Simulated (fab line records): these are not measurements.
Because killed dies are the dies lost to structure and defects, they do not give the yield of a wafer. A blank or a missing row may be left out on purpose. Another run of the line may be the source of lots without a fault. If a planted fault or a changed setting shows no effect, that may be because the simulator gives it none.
fab line records    flow nand-harc
[record] lots = 5  wafers = 15  last-day = 34
route steps=1302 shown A_STAIRCASE@829
lots that met no fault: taken from a fault-free run of the same line
start-h: hours from the record's first day to the start of the lot's first wafer shown    wait-h: hours from the lot's prior step to this one    " identical to the entry in the row above    L1.1+2: a row that stands for several wafers    - either no value or no given start    * or withheld: withheld    < > ~ a bound
route shown NAME@n: NAME is a module with steps in the file, n the number in the route of the first one    usual: mean and standard deviation over wafers with no fault    same: alike in all rows    chamber/n: place in a boat    sites: per-site readings    _std_site: standard deviation across them    _edge_site: the outer-site mean with the inner-site mean subtracted    radius-mm: how far each site lies from the wafer's centre    mask NAME#n: copy n    behind: the last tool/chamber to shape the wafer    hold: why the lot went on hold/how many hours it stayed there/how the hold came to an end    device: the transistor (n, p or np) that didn't switch    end of line: the tests these same wafers got at the end of their route    a step with no rows: only its recipe    killed: count of dies lost to structure and defects at first sort (not the wafer's yield)    map: shows each die of a wafer: x if killed, . if not, _ if none is there
set.NAME: setting as actually run; set.NAME@STEP: the setting as run at that earlier step    model.NAME: the simulator's own value behind a step, which no gauge read
lots seen at some steps along the route; tables by step, rows by wafer
services: the hour from which a tool's chamber was out of use, counted from the record's first day as start-h (under 0 if before that day), plus the number of hours and why
[[steps]]
[step NHARC_A_STAIRCASE_HARDBAKE_311]
[recipe] temp-c = 120  time-s = 140
[usual] chill-plate-temp-C = 23.00/0.11  resist-line-temp-C = 23.04/0.12
lot.wafer  tool            chamber  start-h  wait-h  chill-plate-temp-C  resist-line-temp-C
L081.3     litho-track-07  0        464.82   -       22.91               23.08
L081.5     "               0        "        "       22.88               22.96
L081.6     "               0        "        "       22.87               23.08
L082.1     litho-track-05  0        482.04   -       23.03               22.92
L082.4     "               0        "        "       23.08               22.95
L082.6     "               0        "        "       23.02               23.01
L089.1     litho-track-07  0        525.40   -       22.99               23.01
L089.2     "               0        "        "       22.89               22.93
L089.4     "               0        "        "       23.00               22.87
L095.2     litho-track-03  0        598.97   -       23.05               23.31
L095.3     "               0        "        "       23.20               23.11
L095.6     "               0        "        "       23.20               23.10
L096.1     litho-track-05  0        630.62   -       23.33               22.98
L096.4     "               0        "        "       23.09               22.91
L096.6     "               0        "        "       23.00               22.86
[step NHARC_A_STAIRCASE_DESCUM_312]
[recipe] time-s = 3  o2-flow-sccm = 200  ar-flow-sccm = 0  bias-power-w = 0  chemistry = O2
[usual] drypump-motor-current-A = 5.72/0.29  oes-product-au = 0.999/0.0093  rf-vpp-V = 57.7/0.95  showerhead-plenum-p-Torr = 1.90/0.092  throttle-valve-pct = 11.312/0.0093
lot.wafer  tool         chamber  start-h  wait-h  drypump-motor-current-A  oes-product-au  rf-hours-counter-h  rf-vpp-V  showerhead-plenum-p-Torr  throttle-valve-pct
L081.3     rie-diel-11  3        464.90   -       5.88                     0.995           9                   57.6      1.87                      11.310
L081.5     "            3        "        "       5.91                     1.002           -                   55.9      1.87                      11.321
L081.6     "            0        "        "       6.23                     0.984           -                   58.2      2.07                      11.303
L082.1     rie-diel-13  1        482.14   -       5.64                     0.990           43                  57.8      1.79                      11.307
L082.4     "            3        "        "       5.43                     0.987           48                  58.1      1.83                      11.325
L082.6     "            0        "        "       5.74                     0.986           -                   56.6      1.88                      11.312
L089.4     rie-diel-10  1        525.57   -       5.50                     1.000           29                  57.1      1.91                      11.324
L089.1     "            2        "        "       5.28                     0.996           30                  58.5      2.07                      11.301
L089.2     "            3        "        "       6.04                     1.005           33                  57.7      1.82                      11.298
L095.2     rie-diel-11  3        599.07   -       5.90                     1.003           48                  56.9      1.86                      11.310
L095.3     "            0        "        "       6.20                     1.001           50                  58.7      2.06                      11.305
L095.6     "            1        "        "       5.49                     0.989           -                   57.8      1.93                      11.304
L096.4     rie-diel-11  2        630.79   -       5.94                     1.004           2                   59.4      1.83                      11.306
L096.1     "            0        "        "       6.22                     0.994           3                   58.5      2.06                      11.309
L096.6     "            3        "        "       5.88                     0.997           -                   57.8      1.86                      11.315
[step NHARC_A_STAIRCASE_ETCH_313]
[recipe] cf4-flow-sccm = 100  chf3-flow-sccm = 30  ar-flow-sccm = 0  rf-w = 500  bias-w = 200  chemistry = CF4/CHF3
[usual] drypump-motor-current-A = 5.72/0.29  oes-product-au = 0.930/0.017  rf-vpp-V = 370.2/2.6  showerhead-plenum-p-Torr = 1.56/0.072  throttle-valve-pct = 16.803/0.0089
lot.wafer  tool         chamber  start-h  wait-h  drypump-motor-current-A  oes-product-au  rf-hours-counter-h  rf-vpp-V  showerhead-plenum-p-Torr  throttle-valve-pct
L081.3     rie-diel-11  1        464.99   0.1     5.47                     0.969           7                   371.8     1.59                      16.801
L081.6     "            1        "        "       5.46                     0.968           -                   371.3     1.59                      16.817
L081.5     "            2        "        "       5.93                     0.982           -                   370.1     1.52                      16.802
L082.1     rie-diel-13  1        482.22   0.1     5.65                     0.920           43                  367.0     1.48                      16.804
L082.4     "            0        "        "       5.72                     0.917           46                  370.2     1.55                      16.805
L082.6     "            1        "        "       5.63                     0.926           -                   368.0     1.48                      16.786
L089.2     rie-diel-10  1        525.78   0.2     5.54                     0.915           29                  371.3     1.57                      16.800
L089.4     "            3        "        "       6.02                     0.934           33                  368.8     1.50                      16.792
L089.1     "            0        "        "       5.59                     0.935           27                  370.6     1.55                      16.800
L095.3     rie-diel-11  2        599.19   0.1     5.90                     0.916           45                  368.2     1.52                      16.798
L095.2     "            3        "        "       5.90                     0.928           48                  368.1     1.53                      16.800
L095.6     "            2        "        "       5.91                     0.917           -                   370.3     1.51                      16.806
L096.4     rie-diel-11  2        630.89   0.1     5.92                     0.927           2                   368.5     1.51                      16.809
L096.1     "            1        "        "       5.45                     0.919           2                   370.5     1.58                      16.808
L096.6     "            3        "        "       5.89                     0.922           -                   369.2     1.53                      16.809
[step NHARC_A_STAIRCASE_HM_OPEN_463]
[recipe] o2-flow-sccm = 400  cos-flow-sccm = 20  ar-flow-sccm = 0  rf-w = 500  bias-w = 300  chemistry = O2/COS
[usual] drypump-motor-current-A = 5.75/0.3  oes-product-au = 1.000/0.01  rf-vpp-V = 467/3.2  showerhead-plenum-p-Torr = 3.09/0.15  throttle-valve-pct = 28.330/0.0092
lot.wafer  tool         chamber  start-h  wait-h  drypump-motor-current-A  oes-product-au  rf-hours-counter-h  rf-vpp-V  showerhead-plenum-p-Torr  throttle-valve-pct
L081.3     rie-diel-11  1        -        -       5.47                     0.989           7                   468       3.16                      28.332
L081.5     "            0        "        "       6.22                     1.003           -                   471       3.37                      28.335
L081.6     "            1        "        "       5.47                     0.982           -                   467       3.16                      28.328
L082.4     rie-diel-13  3        -        -       5.45                     0.999           48                  465       3.00                      28.327
L082.1     "            0        "        "       5.71                     0.994           46                  465       3.07                      28.342
L082.6     "            3        "        "       5.44                     0.997           -                   464       3.00                      28.319
L089.2     rie-diel-10  2        -        -       5.32                     1.003           31                  470       3.36                      28.329
L089.4     "            3        "        "       6.05                     1.021           34                  465       2.98                      28.315
L089.1     "            0        "        "       5.61                     1.014           27                  468       3.08                      28.335
L095.2     rie-diel-11  2        -        -       5.93                     0.986           46                  464       3.01                      28.336
L095.3     "            1        "        "       5.49                     0.987           36                  467       3.14                      28.335
L095.6     "            3        "        "       5.87                     0.999           -                   467       3.04                      28.341
L096.4     rie-diel-11  0        -        -       6.25                     0.974           3                   470       3.34                      28.324
L096.1     "            1        "        "       5.47                     0.980           3                   467       3.14                      28.317
L096.6     "            0        "        "       6.26                     0.971           -                   472       3.34                      28.320
[step NHARC_A_STAIRCASE_STRIP_464]
[recipe] o2-flow-sccm = 400  cos-flow-sccm = 20  ar-flow-sccm = 0  bias-w = 0  chemistry = O2/COS
lot.wafer   tool         chamber  start-h  wait-h
L081.3+5+6  rie-diel-11  1,2,3    -        -
L082.1+4+6  rie-diel-13  1,3,0    -        -
L089.2+4+1  rie-diel-10  0,2,3    -        -
L095.3+2+6  rie-diel-11  0,2,0    -        -
L096.1+4+6  rie-diel-11  2,3,1    -        -
[step NHARC_A_STAIRCASE_ETCH_453]
[recipe] target-depth-a = 300  overetch-a = 30  time-s = 16.5  ion-energy-ev = 100  cf4-flow-sccm = 80  o2-flow-sccm = 20  ar-flow-sccm = 0  rf-w = 300  bias-w = 100  chemistry = CF4/O2
[usual] drypump-motor-current-A = 5.72/0.29  oes_ar_750_au = 1.001/0.0043  oes-product-au = 0.998/0.0091  rf-vpp-V = 197.5/1.6  showerhead-plenum-p-Torr = 1.32/0.064  throttle-valve-pct = 13.397/0.0089
lot.wafer  tool         chamber  start-h  wait-h  drypump-motor-current-A  oes_ar_750_au  oes-product-au  rf-hours-counter-h  rf-vpp-V  showerhead-plenum-p-Torr  throttle-valve-pct
L081.3     rie-diel-11  1        -        -       5.47                     1.004          0.982           7                   198.6     1.35                      13.400
L081.5     "            1        "        "       5.47                     1.001          0.983           -                   198.5     1.35                      13.387
L081.6     "            2        "        "       5.95                     0.998          0.990           -                   196.8     1.29                      13.409
L082.4     rie-diel-13  3        -        -       5.43                     0.996          1.007           48                  195.9     1.28                      13.403
L082.1     "            1        "        "       5.63                     1.004          0.993           43                  197.8     1.25                      13.400
L082.6     "            0        "        "       5.74                     1.002          0.994           -                   196.5     1.31                      13.406
L089.4     rie-diel-10  1        -        -       5.55                     1.003          0.998           30                  198.2     1.33                      13.406
L089.1     "            2        "        "       5.31                     0.998          0.996           31                  199.6     1.44                      13.400
L089.2     "            3        "        "       6.01                     0.994          1.016           34                  196.8     1.27                      13.387
L095.2     rie-diel-11  0        -        -       6.22                     1.001          0.992           50                  198.6     1.43                      13.383
L095.3     "            1        "        "       5.47                     0.995          0.983           36                  198.7     1.34                      13.393
L095.6     "            1        "        "       5.47                     0.999          0.982           -                   198.4     1.34                      13.392
L096.1     rie-diel-11  2        -        -       5.92                     0.996          0.993           3                   196.4     1.28                      13.399
L096.4     "            3        "        "       5.89                     1.002          0.996           3                   196.1     1.30                      13.383
L096.6     "            3        "        "       5.90                     1.003          1.001           -                   195.8     1.30                      13.397
[step NHARC_A_STAIRCASE_ETCH_315]
[recipe] target-depth-a = 25000  time-s = 607.1  ion-energy-ev = 800  c4f8-flow-sccm = 80  o2-flow-sccm = 60  ar-flow-sccm = withheld  rf-w = 600  bias-w = 3000  chemistry = C4F8/O2/Ar
[usual] oes-product-au = 0.929/0.01  rf-vpp-V = 1824/12
lot.wafer  tool         chamber  start-h  wait-h  oes-product-au  rf-hours-counter-h  rf-vpp-V
L081.3     rie-diel-11  3        -        -       0.925           9                   1823
L081.5     "            1        "        "       0.928           -                   1829
L081.6     "            2        "        "       0.943           -                   1819
L082.4     rie-diel-13  3        -        -       0.919           48                  1817
L082.1     "            0        "        "       0.921           46                  1822
L082.6     "            3        "        "       0.923           -                   1815
L089.4     rie-diel-10  2        -        -       0.919           31                  1846
L089.2     "            0        "        "       0.943           28                  1822
L089.1     "            1        "        "       0.930           30                  1825
L095.2     rie-diel-11  2        -        -       0.922           46                  1817
L095.3     "            3        "        "       0.930           49                  1820
L095.6     "            1        "        "       0.926           -                   1828
L096.4     rie-diel-11  3        -        -       0.925           3                   1820
L096.1     "            0        "        "       0.901           3                   1844
L096.6     "            3        "        "       0.921           -                   1820
[step NHARC_A_STAIRCASE_STRIP_316]
[recipe] o2-flow-sccm = 500  ar-flow-sccm = 0  bias-w = 0  chemistry = O2
[usual] drypump-motor-current-A = 5.75/0.28  oes-product-au = 0.999/0.01  rf-vpp-V = 57.7/0.9  showerhead-plenum-p-Torr = 3.49/0.15  throttle-valve-pct = 17.037/0.0089
lot.wafer  tool         chamber  start-h  wait-h  drypump-motor-current-A  oes-product-au  rf-hours-counter-h  rf-vpp-V  showerhead-plenum-p-Torr  throttle-valve-pct
L081.3     rie-diel-11  0        -        -       6.23                     0.994           9                   58.2      3.80                      17.041
L081.6     "            1        "        "       5.47                     0.983           -                   58.6      3.57                      17.029
L081.5     "            2        "        "       5.99                     1.006           -                   57.3      3.42                      17.030
L082.4     rie-diel-13  1        -        -       5.64                     0.995           44                  57.4      3.32                      17.052
L082.1     "            2        "        "       6.22                     1.004           43                  56.2      3.27                      17.043
L082.6     "            1        "        "       5.65                     0.990           -                   57.0      3.32                      17.051
L089.1     rie-diel-10  2        -        -       5.33                     0.996           32                  58.7      3.79                      17.036
L089.4     "            3        "        "       6.05                     1.024           34                  57.5      3.37                      17.034
L089.2     "            1        "        "       5.51                     0.999           30                  57.5      3.52                      17.031
L095.2     rie-diel-11  2        -        -       5.93                     0.988           46                  57.2      3.40                      17.036
L095.3     "            0        "        "       6.23                     0.993           50                  59.0      3.78                      17.034
L095.6     "            2        "        "       5.95                     0.990           -                   56.4      3.40                      17.052
L096.1     rie-diel-11  2        -        -       5.96                     0.998           3                   58.3      3.39                      17.043
L096.4     "            0        "        "       6.19                     0.978           3                   59.5      3.77                      17.036
L096.6     "            2        "        "       5.98                     0.998           -                   58.1      3.39                      17.032
[step NHARC_A_STAIRCASE_STRIP_317]
[recipe] time-s = 900  temp-c = 130  chemistry = SPM
[usual] bath-heat-duty-pct = 14.6/1.6
lot.wafer  tool          chamber  start-h  wait-h  bath-heat-duty-pct
L081.6     wet-bench-05  2        466.24   -       16.5
L081.5     "             5        "        "       13.3
L081.3     "             7        "        "       14.0
L082.4     wet-bench-05  4        483.56   -       15.5
L082.1     "             5        "        "       11.8
L082.6     "             0        "        "       13.8
L089.2     wet-bench-02  0        527.61   -       15.6
L089.4     "             1        "        "       14.9
L089.1     "             3        "        "       17.3
L095.6     wet-bench-09  2        600.44   -       14.3
L095.2     "             4        "        "       12.7
L095.3     "             6        "        "       16.3
L096.6     wet-bench-02  2        632.18   -       13.9
L096.4     "             3        "        "       15.1
L096.1     "             4        "        "       20.9
[step NHARC_A_STAIRCASE_PRECLEAN_318]
[recipe] time-s = *  temp-c = 50  bath-age-min = 0  chemistry = SC1
[usual] bath-heat-duty-pct = 7.1/0.81  diw-flow-mL-min = 1416/4.5
lot.wafer  tool          chamber  start-h  wait-h  bath-heat-duty-pct  diw-flow-mL-min
L081.6     wet-bench-05  2        -        -       7.3                 1425
L081.5     "             5        "        "       7.1                 1420
L081.3     "             7        "        "       6.3                 1411
L082.4     wet-bench-05  4        -        -       6.9                 1425
L082.1     "             5        "        "       6.5                 1412
L082.6     "             0        "        "       6.7                 1411
L089.2     wet-bench-02  0        -        -       7.8                 1415
L089.4     "             1        "        "       7.0                 1420
L089.1     "             3        "        "       8.4                 1416
L095.6     wet-bench-09  2        -        -       7.3                 1414
L095.2     "             4        "        "       6.3                 1414
L095.3     "             6        "        "       7.6                 1412
L096.6     wet-bench-02  2        -        -       7.9                 1416
L096.4     "             3        "        "       7.7                 1412
L096.1     "             4        "        "       9.2                 1416
[step NHARC_A_STAIRCASE_SRD_329]
lot.wafer   tool          chamber  start-h  wait-h
L081.6+5+3  wet-bench-05  2,5,7    -        -
L082.4+1+6  wet-bench-05  4,5,0    -        -
L089.2+4+1  wet-bench-02  0,1,3    -        -
L095.6+2+3  wet-bench-09  2,4,6    -        -
L096.6+4+1  wet-bench-02  2,3,4    -        -
[step NHARC_A_STAIRCASE_ALD_415]
[recipe] target-thk-a = 300  pulse-time-s = 6  ald-cycles = 300  temp-c = 300  material = SiO2
[usual] heater-power-w = 483/68  precursor-pulse-height-rel = 1.002/0.021
lot.wafer  tool       chamber  start-h  wait-h  heater-power-w  precursor-pulse-height-rel
L081.3     ald-hk-03  0        467.22   0.5     458             0.991
L081.6     "          3        468.60   1.9     609             1.016
L081.5     "          0        "        "       447             0.973
L082.4     ald-hk-02  2        484.16   0.2     400             1.004
L082.1     "          0        "        "       380             0.971
L082.6     "          3        "        "       532             1.037
L089.1     ald-hk-01  3        528.13   0.1     493             1.019
L089.2     "          0        "        "       525             0.993
L089.4     "          2        "        "       521             0.983
L095.3     ald-hk-01  1        600.96   0.1     441             0.998
L095.2     "          3        "        "       512             1.027
L095.6     "          2        "        "       521             1.013
L096.1     ald-hk-03  3        632.70   0.1     610             1.001
L096.4     "          0        "        "       449             0.979
L096.6     "          0        "        "       452             0.961
[step NHARC_A_STAIRCASE_ETCHBACK_416]
[recipe] target-depth-a = 360  time-s = 7.2  c4f8-flow-sccm = withheld  o2-flow-sccm = 8  ar-flow-sccm = withheld  rf-w = 600  bias-w = 800  chemistry = C4F8/O2/Ar
[usual] oes-product-au = 0.929/0.017  rf-vpp-V = 722/4.5
lot.wafer  tool         chamber  start-h  wait-h  oes-product-au  rf-hours-counter-h  rf-vpp-V
L081.3     rie-diel-10  2        470.23   2.6     0.935           16                  731
L081.5     "            1        "        "       0.927           -                   722
L081.6     "            2        "        "       0.929           -                   730
L082.1     rie-diel-10  0        -        -       0.936           15                  723
L082.4     "            1        "        "       0.920           19                  724
L082.6     "            0        "        "       0.935           -                   723
L089.2     rie-diel-10  0        -        -       0.935           30                  722
L089.4     "            2        "        "       0.920           36                  730
L089.1     "            3        "        "       0.934           36                  718
L095.3     rie-diel-13  2        -        -       0.938           25                  731
L095.2     "            3        "        "       0.926           27                  719
L095.6     "            2        "        "       0.930           -                   730
L096.1     rie-diel-10  3        -        -       0.922           13                  719
L096.4     "            0        "        "       0.929           15                  721
L096.6     "            2        "        "       0.983           -                   730
[step NHARC_A_STAIRCASE_STRIP_476]
[recipe] time-s = 20  o2-flow-sccm = 500  ar-flow-sccm = 0  bias-w = 0  chemistry = O2
[usual] drypump-motor-current-A = 5.71/0.28  oes-product-au = 1.000/0.01  rf-vpp-V = 57.7/0.78  showerhead-plenum-p-Torr = 3.51/0.16  throttle-valve-pct = 17.037/0.0097
lot.wafer  tool         chamber  start-h  wait-h  drypump-motor-current-A  oes-product-au  rf-hours-counter-h  rf-vpp-V  showerhead-plenum-p-Torr  throttle-valve-pct
L081.3     rie-diel-10  0        470.32   0.1     5.59                     1.004           10                  58.3      3.49                      17.040
L081.6     "            0        "        "       5.60                     1.016           -                   56.4      3.49                      17.029
L081.5     "            1        "        "       5.54                     0.999           -                   56.6      3.52                      17.049
L082.4     rie-diel-10  2        486.34   0.1     5.34                     0.992           20                  59.3      3.80                      17.037
L082.1     "            3        "        "       6.05                     1.012           22                  57.8      3.38                      17.034
L082.6     "            3        "        "       6.04                     1.013           -                   57.5      3.38                      17.032
L089.1     rie-diel-10  0        531.77   0.3     5.61                     1.009           30                  58.4      3.48                      17.037
L089.2     "            1        "        "       5.56                     1.005           34                  57.9      3.51                      17.046
L089.4     "            3        "        "       6.04                     1.009           37                  57.1      3.37                      17.032
L095.3     rie-diel-13  3        603.31   0.2     5.42                     0.994           27                  57.2      3.37                      17.027
L095.2     "            1        "        "       5.64                     0.974           27                  57.4      3.30                      17.056
L095.6     "            0        "        "       5.73                     1.003           -                   58.7      3.45                      17.053
L096.4     rie-diel-10  1        634.86   0.1     5.55                     0.991           14                  57.0      3.50                      17.052
L096.1     "            3        "        "       6.05                     0.997           13                  56.8      3.36                      17.026
L096.6     "            1        "        "       5.52                     0.986           -                   59.0      3.50                      17.037
[step NHARC_A_STAIRCASE_DEP_417]
[recipe] target-thk-a = 600  step-coverage-pct = 20  temp-c = 400  target-thk-nm = 60  flow-sccm = 200  rf-w = 450  material = Si3N4
[usual] heater-power-w = 678/75
lot.wafer  tool      chamber  start-h  wait-h  heater-power-w
L081.3     pecvd-02  1        470.41   -       713
L081.6     "         1        "        "       707
L081.5     "         2        "        "       579
L082.1     pecvd-02  2        486.48   -       653
L082.4     "         1        "        "       659
L082.6     "         2        "        "       653
L089.2     pecvd-02  1        531.86   -       715
L089.1     "         0        "        "       820
L089.4     "         2        "        "       646
L095.3     pecvd-01  1        603.45   -       678
L095.2     "         2        "        "       774
L095.6     "         0        "        "       714
L096.1     pecvd-01  2        634.96   -       653
L096.4     "         2        "        "       650
L096.6     "         0        "        "       729
[step NHARC_A_STAIRCASE_WET_418]
[recipe] temp-c = 160  target-depth-a = 200  chemistry = H3PO4
[usual] bath-heat-duty-pct = 28/3.6
lot.wafer  tool          chamber  start-h  wait-h  bath-heat-duty-pct
L081.3     wet-h3po4-01  1        472.41   -       31
L081.5     "             1        "        "       32
L081.6     "             1        "        "       32
L082.1     wet-h3po4-01  0        487.45   -       22
L082.4     "             0        "        "       22
L082.6     "             0        "        "       20
L089.1     wet-h3po4-02  0        534.37   -       26
L089.2     "             0        "        "       26
L089.4     "             0        "        "       27
L095.2     wet-h3po4-02  1        604.53   -       31
L095.3     "             1        "        "       29
L095.6     "             1        "        "       30
L096.1     wet-h3po4-02  0        636.96   -       23
L096.4     "             0        "        "       28
L096.6     "             0        "        "       25
[step NHARC_A_STAIRCASE_PRECLEAN_419]
[recipe] time-s = *  temp-c = 50  bath-age-min = 0  chemistry = SC1
[usual] bath-heat-duty-pct = 7.1/0.9  diw-flow-mL-min = 1415/4.3
lot.wafer  tool          chamber  start-h  wait-h  bath-heat-duty-pct  diw-flow-mL-min
L081.5     wet-bench-05  4        472.99   0.0     7.6                 1417
L081.6     "             5        "        "       5.6                 1416
L081.3     "             6        "        "       6.2                 1414
L082.6     wet-bench-02  5        488.02   0.0     7.8                 1416
L082.1     "             6        "        "       6.5                 1411
L082.4     "             7        "        "       7.6                 1416
L089.4     wet-bench-02  1        534.94   0.0     7.3                 1413
L089.1     "             2        "        "       6.9                 1413
L089.2     "             4        "        "       9.3                 1421
L095.6     wet-bench-02  5        605.10   0.0     7.3                 1408
L095.2     "             7        "        "       6.9                 1412
L095.3     "             0        "        "       7.1                 1415
L096.4     wet-bench-05  4        637.55   0.0     8.2                 1414
L096.1     "             5        "        "       5.6                 1420
L096.6     "             7        "        "       6.4                 1413
[step NHARC_A_STAIRCASE_SRD_421]
lot.wafer   tool          chamber  start-h  wait-h
L081.5+6+3  wet-bench-05  4,5,6    -        -
L082.6+1+4  wet-bench-02  5,6,7    488.09   0.1
L089.4+1+2  wet-bench-02  1,2,4    -        -
L095.6+2+3  wet-bench-02  5,7,0    -        -
L096.4+1+6  wet-bench-05  4,5,7    -        -
[step NHARC_A_STAIRCASE_ALD_420]
[recipe] target-thk-a = 200  pulse-time-s = 6  ald-cycles = 200  temp-c = 300  material = SiO2
[usual] heater-power-w = 492/65  precursor-pulse-height-rel = 1.002/0.021
lot.wafer  tool       chamber  start-h  wait-h  heater-power-w  precursor-pulse-height-rel
L081.3     ald-hk-03  0        473.29   -       464             1.033
L081.6     "          3        "        "       600             0.963
L081.5     "          0        "        "       455             0.982
L082.1     ald-hk-03  0        489.28   1.2     454             1.001
L082.4     "          1        "        "       559             1.003
L082.6     "          2        "        "       482             1.024
L089.4     ald-hk-03  1        535.68   -       571             0.991
L089.2     "          2        "        "       482             0.960
L089.1     "          3        "        "       611             0.971
L095.3     ald-hk-01  2        605.25   -       534             1.026
L095.2     "          0        "        "       535             0.988
L095.6     "          3        "        "       510             1.046
L096.4     ald-hk-02  1        637.84   -       470             1.029
L096.1     "          3        "        "       537             1.019
L096.6     "          1        "        "       471             1.019
[step NHARC_A_STAIRCASE_CVD_552]
[recipe] target-thk-a = 400  temp-c = 700  pressure-mtorr = 300  material = SiNx
lot.wafer   tool      chamber  start-h  wait-h
L081.3+5+6  lpcvd-01  0        -        -
L082.1+4+6  lpcvd-02  0        -        -
L089.1+2+4  lpcvd-02  0        -        -
L095.2+3+6  lpcvd-02  1        -        -
L096.1+4+6  lpcvd-01  0        -        -
[step NHARC_A_STAIRCASE_DEP_151]
[recipe] target-thk-a = 72000  temp-c = 400  target-thk-nm = 7200  teos-flow-sccm = 200  rf-w = 500  material = SiO2
[usual] heater-power-w = 622/79
lot.wafer  tool      chamber  start-h  wait-h  heater-power-w
L081.3     pecvd-04  2        481.28   0.4     701
L081.6     "         2        "        "       599
L081.5     "         1        "        "       479
L082.1     pecvd-02  1        497.99   0.4     748
L082.6     "         1        "        "       606
L082.4     "         0        "        "       657
L089.2     pecvd-01  0        543.30   0.4     629
L089.1     "         2        "        "       741
L089.4     "         0        "        "       582
L095.3     pecvd-02  2        613.40   0.4     642
L095.2     "         0        "        "       754
L095.6     "         1        "        "       628
L096.1     pecvd-04  1        644.17   0.4     549
L096.4     "         1        "        "       475
L096.6     "         2        "        "       597
[step NHARC_A_STAIRCASE_ANNEAL_320]
[recipe] temp-c = 750  time-s = 1800
lot.wafer   tool        chamber  start-h  wait-h
L081.3+5+6  furnace-02  0        488.27   -
L082.1+4+6  furnace-08  0        506.45   -
L089.1+2+4  furnace-03  0        547.75   -
L095.2+3+6  furnace-08  0        618.76   -
L096.1+4+6  furnace-02  0        649.40   -
[step NHARC_A_STAIRCASE_DEP_322]
[recipe] target-thk-a = 72000  temp-c = 400  target-thk-nm = 7200  teos-flow-sccm = 200  rf-w = 500  material = SiO2
[usual] heater-power-w = 611/84
lot.wafer  tool      chamber  start-h  wait-h  heater-power-w
L081.3     pecvd-01  2        491.90   0.3     789
L081.6     "         0        "        "       580
L081.5     "         1        "        "       550
L082.1     pecvd-04  0        509.96   0.2     651
L082.4     "         2        "        "       592
L082.6     "         0        "        "       539
L089.2     pecvd-04  2        551.32   0.3     643
L089.1     "         0        "        "       572
L089.4     "         0        "        "       544
L095.2     pecvd-02  0        622.16   0.1     741
L095.3     "         2        "        "       710
L095.6     "         2        "        "       586
L096.1     pecvd-04  0        652.96   0.3     549
L096.4     "         2        "        "       601
L096.6     "         0        "        "       457
[step NHARC_A_STAIRCASE_ANNEAL_323]
[recipe] temp-c = 750  time-s = 1800
lot.wafer   tool        chamber  start-h  wait-h
L081.3+5+6  furnace-02  0        500.65   -
L082.1+4+6  furnace-08  0        516.05   -
L089.1+2+4  furnace-02  0        555.18   -
L095.2+3+6  furnace-03  0        626.61   -
L096.1+4+6  furnace-08  0        656.52   -
[step NHARC_A_STAIRCASE_DEP_325]
[recipe] target-thk-a = 72000  temp-c = 400  target-thk-nm = 7200  teos-flow-sccm = 200  rf-w = 500  material = SiO2
[usual] heater-power-w = 618/81
lot.wafer  tool      chamber  start-h  wait-h  heater-power-w
L081.3     pecvd-02  0        504.35   0.3     747
L081.5     "         2        "        "       541
L081.6     "         0        "        "       667
L082.1     pecvd-01  0        519.49   0.2     609
L082.6     "         2        "        "       631
L082.4     "         1        "        "       535
L089.1     pecvd-04  2        558.62   0.2     675
L089.2     "         0        "        "       663
L089.4     "         1        "        "       485
L095.2     pecvd-01  1        630.00   0.1     616
L095.3     "         2        "        "       734
L095.6     "         1        "        "       529
L096.1     pecvd-04  1        660.02   0.2     575
L096.6     "         1        "        "       468
L096.4     "         2        "        "       622
[step NHARC_A_STAIRCASE_ANNEAL_326]
[recipe] temp-c = 750  time-s = 1800
lot.wafer   tool        chamber  start-h  wait-h
L081.3+5+6  furnace-08  0        509.44   -
L082.1+4+6  furnace-03  0        523.85   -
L089.1+2+4  furnace-02  0        562.48   -
L095.2+3+6  furnace-03  0        635.31   -
L096.1+4+6  furnace-02  0        662.90   -
[step NHARC_A_STAIRCASE_DEHYDRATE_433]
[recipe] temp-c = 150  time-s = 120
[usual] chill-plate-temp-C = 23.01/0.093  resist-line-temp-C = 23.02/0.1
lot.wafer  tool            chamber  start-h  wait-h  chill-plate-temp-C  resist-line-temp-C
L081.3     litho-track-07  0        512.83   0.1     22.96               23.03
L081.5     "               0        "        "       23.12               22.88
L081.6     "               0        "        "       23.14               23.08
L082.1     litho-track-05  0        527.24   0.1     22.98               23.02
L082.4     "               0        "        "       23.09               23.14
L082.6     "               0        "        "       22.86               23.05
L089.1     litho-track-03  0        565.84   0.1     23.05               22.98
L089.2     "               0        "        "       22.98               22.84
L089.4     "               0        "        "       22.93               23.06
L095.2     litho-track-07  0        638.69   0.1     23.06               23.01
L095.3     "               0        "        "       23.12               23.03
L095.6     "               0        "        "       23.07               23.04
L096.1     litho-track-05  0        666.24   0.1     23.01               22.90
L096.4     "               0        "        "       22.88               22.98
L096.6     "               0        "        "       23.04               22.87
[step NHARC_A_STAIRCASE_HMDS_434]
[recipe] time-s = 30
[usual] chill-plate-temp-C = 23.03/0.1  resist-line-temp-C = 23.01/0.11
lot.wafer  tool            chamber  start-h  wait-h  chill-plate-temp-C  resist-line-temp-C
L081.3     litho-track-07  0        -        -       22.92               23.01
L081.5     "               0        "        "       22.86               23.05
L081.6     "               0        "        "       22.87               22.94
L082.1     litho-track-05  0        -        -       23.13               22.95
L082.4     "               0        "        "       23.07               22.89
L082.6     "               0        "        "       23.04               22.96
L089.1     litho-track-03  0        -        -       23.09               23.12
L089.2     "               0        "        "       23.00               23.15
L089.4     "               0        "        "       22.92               23.09
L095.2     litho-track-07  0        -        -       23.13               23.00
L095.3     "               0        "        "       23.08               23.02
L095.6     "               0        "        "       23.20               22.86
L096.1     litho-track-05  0        -        -       23.12               22.96
L096.4     "               0        "        "       23.05               23.03
L096.6     "               0        "        "       23.07               22.96
[[services]]
tool            chamber  start-h  hours  kind
wet-bench-05    -        443.37   4.0    repair
rie-diel-10     1        447.44   2.5    repair
pecvd-04        -        450.06   13.0   pm
litho-track-05  -        474.01   7.0    pm
rie-diel-13     1        490.52   16.3   repair
pecvd-01        -        492.45   13.0   pm
rie-diel-11     1        513.47   17.3   repair
pecvd-01        -        516.96   1.6    repair
rie-diel-13     -        519.02   9.0    pm
rie-diel-13     1        533.64   5.1    repair
rie-diel-10     -        552.61   1.2    repair
pecvd-02        -        554.52   0.4    repair
furnace-02      -        567.23   26.0   pm
pecvd-02        -        589.41   13.0   pm
wet-bench-02    -        596.02   8.0    pm
rie-diel-10     -        597.98   9.0    pm
pecvd-02        -        604.92   1.7    repair
rie-diel-11     -        612.78   9.0    pm
wet-bench-05    -        614.51   8.0    pm
pecvd-04        -        631.06   13.0   pm
rie-diel-11     0        642.34   14.4   repair
rie-diel-10     1        655.03   5.8    repair
rie-diel-13     1        657.94   4.5    repair
rie-diel-10     2        658.19   6.1    repair
[[key]]
fault none
